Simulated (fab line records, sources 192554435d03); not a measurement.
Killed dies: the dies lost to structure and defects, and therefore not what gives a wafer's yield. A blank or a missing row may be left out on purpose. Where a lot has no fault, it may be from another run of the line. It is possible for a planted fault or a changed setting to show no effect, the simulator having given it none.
Chamber matching / flow n5 finfet / 4 sister chambers for N5_BEOL_M4_DESCUM_33 on rie diel-04
The step chemistry O2, time 7 s. 4 wafers are shown with their chamber, then 9 later ones without.

== WAFERS WITH THEIR CHAMBER ==
wafer=L082.1; chamber=0; throttle valve pct (%)=20.60
wafer=L082.4; chamber=3; throttle valve pct (%)=20.96
wafer=L084.5; chamber=2; throttle valve pct (%)=20.38
wafer=L084.6; chamber=1; throttle valve pct (%)=20.26

== WAFERS WITHOUT THEIR CHAMBER ==
wafer=L086.2; throttle valve pct (%)=20.38
wafer=L086.5; throttle valve pct (%)=20.26
wafer=L086.6; throttle valve pct (%)=20.59
wafer=L092.1; throttle valve pct (%)=20.64
wafer=L092.2; throttle valve pct (%)=20.28
wafer=L092.3; throttle valve pct (%)=20.54
wafer=L097.3; throttle valve pct (%)=20.63
wafer=L097.4; throttle valve pct (%)=20.54
wafer=L097.5; throttle valve pct (%)=20.42

== EACH ONE'S CHAMBER ==
wafer=L086.2; from the rows above=2; in truth=2
wafer=L086.5; from the rows above=1; in truth=1
wafer=L086.6; from the rows above=0; in truth=0
wafer=L092.1; from the rows above=0; in truth=0
wafer=L092.2; from the rows above=1; in truth=1
wafer=L092.3; from the rows above=0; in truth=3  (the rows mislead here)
wafer=L097.3; from the rows above=0; in truth=0
wafer=L097.4; from the rows above=0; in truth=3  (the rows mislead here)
wafer=L097.5; from the rows above=2; in truth=2
Correct placement for 7 of the 9. Left unplaced by these rows: 0. 2 placed wrongly.
How it was worked out, from the rows above alone: a wafer's distance from a chamber is the root of the sum, over the readings, of the square of ((its reading less the chamber's mean) divided by the reading's scatter). The wafer belongs to the nearest chamber; if the next one is less than 2 further off, it can't be placed. A chamber's mean is the mean of its shown wafers. The scatter: root of mean squared gap, hidden wafer to nearest shown wafer, with one shown wafer a chamber.
